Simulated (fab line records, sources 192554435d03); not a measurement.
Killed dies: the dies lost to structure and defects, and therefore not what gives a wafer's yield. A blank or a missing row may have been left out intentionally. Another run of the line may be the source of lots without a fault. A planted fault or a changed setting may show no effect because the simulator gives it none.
A lot that was struck, set against a sound lot || flow n5Finfet || 42 out of 1938 route steps
Sound: wafers L329.2, L329.3, L329.6. Wafers L346.2, L346.4, L346.5 were the ones struck. The cause comes at the end.
Order at every step that has rows: each side's tool, ch and its chambers, its first start. Under that, the readings that differ: sound wafers || struck wafers || difference of the means || sigmas: that difference in standard deviations of wafers without a fault.
alike: same words and numbers on both sides, and readings whose means sit less than 2 such deviations apart. not compared: any withheld reading, any reading some wafer has no value for, any bound like >300 that may hide the same value, and any number with overlapping values for which the record gives no deviation.
The two part at a step that has a row with sigmas, a row that says differs or no value, or rows on one side only. Non-overlapping numbers with no deviation appear without sigmas and do not part them. A reading that every wafer of one side lacks parts them only if that side has two wafers or more.

first, 9 steps without rows for these wafers: N5_BEOL_M4_ANNEAL_95 (time 240 s); N5_BEOL_M4_SPUTTER_96 (material Cu, target thk 4.5 nm, time 8.29 s); N5_BEOL_M4_ECD_50 (material Cu, target thk 300 nm); N5_BEOL_M4_ANNEAL_51 (time 90 s); N5_BEOL_M4_CMP_52 (polishes, stops on SiOC, t overpolish 6.8 s, target thk 40 nm); N5_BEOL_M4_PRE_CLEAN_60 (time 15 s); N5_BEOL_M4_CO_CAP_55 (material Co, precursor CCTBA/H2, target thk 2 nm, time 102.1 s); N5_BEOL_M4_PRE_CLEAN_56 (time 15 s); N5_BEOL_M4_DEP_57 (deposits SiCN from 3MS/NH3, target thk 8 nm, time 14 s).
N5_BEOL_M4_RC_MEAS_101:
  sound on prober-01 ch 0, day 10 11:33; struck on prober-02 ch 0, day 14 11:38
  alike: DIBL_N, DIBL_P, IOFF_N, IOFF_P, ION_N, ION_P, SS_N, SS_P, VT_N, VT_P
then, 24 steps without rows for these wafers: N5_BEOL_M5_ILD_DEP_00 (deposits SiCOH lowk from DEMS/porogen, target thk 140.64 nm, time 25.9 s); N5_BEOL_M5_CURE_79 (cures SiCOH lowk, time 240 s); N5_BEOL_M5_PECVD_70 (deposits SiO2 from TEOS/O2, target thk 16 nm, time 18 s); N5_BEOL_M5_HM_DEP_02 (deposits TiN, target thk 20 nm); N5_BEOL_M5_COAT_59 (time 60 s, resist thk 60 nm); N5_BEOL_M5_COAT_60 (time 60 s, resist thk 12 nm); N5_BEOL_M5_COAT_71 (time 60 s, resist thk 5 nm); N5_BEOL_M5_COAT_05 (resist thk 30 nm); N5_BEOL_M5_EBR_07; N5_BEOL_M5_SOFTBAKE_06 (time 60 s); N5_BEOL_M5_EXPOSE_08 (exposes mask M5, target cd 28 nm); N5_BEOL_M5_PEB_09 (peb time 60 s); N5_BEOL_M5_DEVELOP_10 (develop time 30 s); N5_BEOL_M5_DESCUM_16 (chemistry O2, time 7 s); N5_BEOL_M5_ETCH_72 (etches underlayer in N2/H2, target depth 6.5 nm, time 5.2 s); N5_BEOL_M5_ETCH_61 (etches SiARC in CF4, target depth 15.6 nm, time 26 s); N5_BEOL_M5_ETCH_62 (etches SOC in N2/H2, target depth 75 nm, overetch 15 nm, time 112.5 s); N5_BEOL_M5_STRIP_63 (strips in N2/H2); N5_BEOL_M5_STRIP_73 (strips in N2/H2); N5_BEOL_M5_STRIP_64 (strips in CF4); N5_BEOL_M5_HM_OPEN_17 (chemistry Cl2/BCl3, target TiN, target depth 20 nm, overetch 6 nm); N5_BEOL_M5_STRIP_19 (strips in O2); N5_BEOL_M5_COAT_65 (time 60 s, resist thk 60 nm); N5_BEOL_M5_COAT_66 (time 60 s, resist thk 12 nm).
-- a jump in the record: the struck wafers' starts before and after are 3 days apart (it breaks off in module BEOL_M5 and resumes in module BEOL_M13, where the first step shown is number 1659 of the route) --
N5_BEOL_M13_ILD_DEP_00: deposits SiOC from DEMS/O2, target thk 837.92 nm, time 166.4 s.
  sound on pecvd-04 ch 0,1, day 14 06:30; struck on pecvd-04 ch 0,2, day 17 07:10
  alike: heaterPowerW, showerheadPlenumPTorr, throttleValvePct
N5_BEOL_M13_THK_MEAS_01:
  sound on filmMetro-01 at day 14 06:39; struck on filmMetro-01 at day 17 07:19
{"reading": "M13_ILD_THK (nm)", "sound": "829 838 836", "struck": "1652 1683 1681", "difference": "+838", "sigmas": "+70"}
N5_BEOL_M13_VIA_ETCH_16: etches SiOC in C4F8/O2/Ar, target depth 921.7 nm.
  sound on rieDiel-05 ch 0,1,3, day 14 07:07; struck on rieDiel-01 ch 0,1,3, day 17 07:47
{"reading": "drypumpMotorCurrentA (A)", "sound": "5.0 5.9 4.7", "struck": "6.3 6.2 6.2", "difference": "+1.0", "sigmas": "+3"}
{"reading": "oesProductAu (a.u.)", "sound": "0.75 0.74 0.62", "struck": "0.82 0.95 0.84", "difference": "+0.17", "sigmas": "+2"}
{"reading": "model.etch.depthNm (nm)", "sound": "828.3 838.4 836.2", "struck": "1652 1683 1683", "difference": "+838", "sigmas": ""}
{"reading": "model.SiOC_of_BEOL_M13_ILD_DEP_00.thkNm (nm)", "sound": "828.4 838.4 836.2", "struck": "1369 1353 1363", "difference": "+527", "sigmas": ""}
{"reading": "model.BARC_of_BEOL_M13_COAT_58.thkNm (nm)", "sound": "89.6 89.2 89.2", "struck": "0 0 0", "difference": -89, "sigmas": ""}
  alike: heOuterTorr, rfVppV, showerheadPlenumPTorr, throttleValvePct
N5_BEOL_M13_STRIP_63: strips in N2/H2.
  sound on plasmaAsher-01 ch 0,1, day 14 07:22; struck on plasmaAsher-01 ch 0,1, day 17 08:02
{"reading": "oesProductAu (a.u.)", "sound": "0.670 0.674 0.680", "struck": "0.228 0.237 0.230", "difference": -0.443, "sigmas": -96}
{"reading": "stripTimeToEndpointS (s)", "sound": "28.0 27.4 28.0", "struck": "0.0 0.0 0.0", "difference": -27.8, "sigmas": -21}
  alike: drypumpMotorCurrentA, heaterPowerW, n2FlowSccm
  not compared: rfHoursCounterH
N5_BEOL_M13_STRIP_64: strips in N2/H2.
  sound on plasmaAsher-01 ch 0,1, day 14 07:25; struck on plasmaAsher-01 ch 0,1, day 17 08:05
{"reading": "oesProductAu (a.u.)", "sound": "0.716 0.718 0.718", "struck": "0.236 0.236 0.237", "difference": -0.481, "sigmas": "-99 or more"}
{"reading": "stripTimeToEndpointS (s)", "sound": "31.44 31.37 31.34", "struck": "0.03 0.04 0.04", "difference": -31.35, "sigmas": "-99 or more"}
  alike: drypumpMotorCurrentA, heaterPowerW, n2FlowSccm
  not compared: rfHoursCounterH
N5_BEOL_M13_CD_MEAS_17: the cd target is 190 nm.
  sound on cdSem-03 at day 14 07:34; struck on cdSem-02 at day 17 08:14
{"reading": "cdNm (nm)", "sound": "191.4 188.2 188.7", "struck": "272.5 281.2 279.9", "difference": "+88.4", "sigmas": "+55"}
N5_BEOL_M13_CMP_49: polishes, stops on SiOC, t overpolish 17.1 s, target thk 420 nm.
  sound on cmp-04 ch 1,3, day 14 14:24; struck on cmp-04 ch 1,3, day 17 16:05
{"reading": "model.SiOC_of_BEOL_M13_ILD_DEP_00.thkNm (nm)", "sound": "771.4 781.2 778.4", "struck": "1310 1294 1303", "difference": "+525", "sigmas": ""}
  alike: barrierFieldEndpointS, motorCurrentA, overpolishRunS
N5_PASSIVATION_PROBE_49:
  rows exist in the record for the struck wafers here (prober-02, day 18 17:49), but not for the sound ones

## WHERE THEY PART
Last at N5_PASSIVATION_PROBE_49 as far as this record goes, first at N5_BEOL_M13_THK_MEAS_01.

WHY: the cause the simulator had injected
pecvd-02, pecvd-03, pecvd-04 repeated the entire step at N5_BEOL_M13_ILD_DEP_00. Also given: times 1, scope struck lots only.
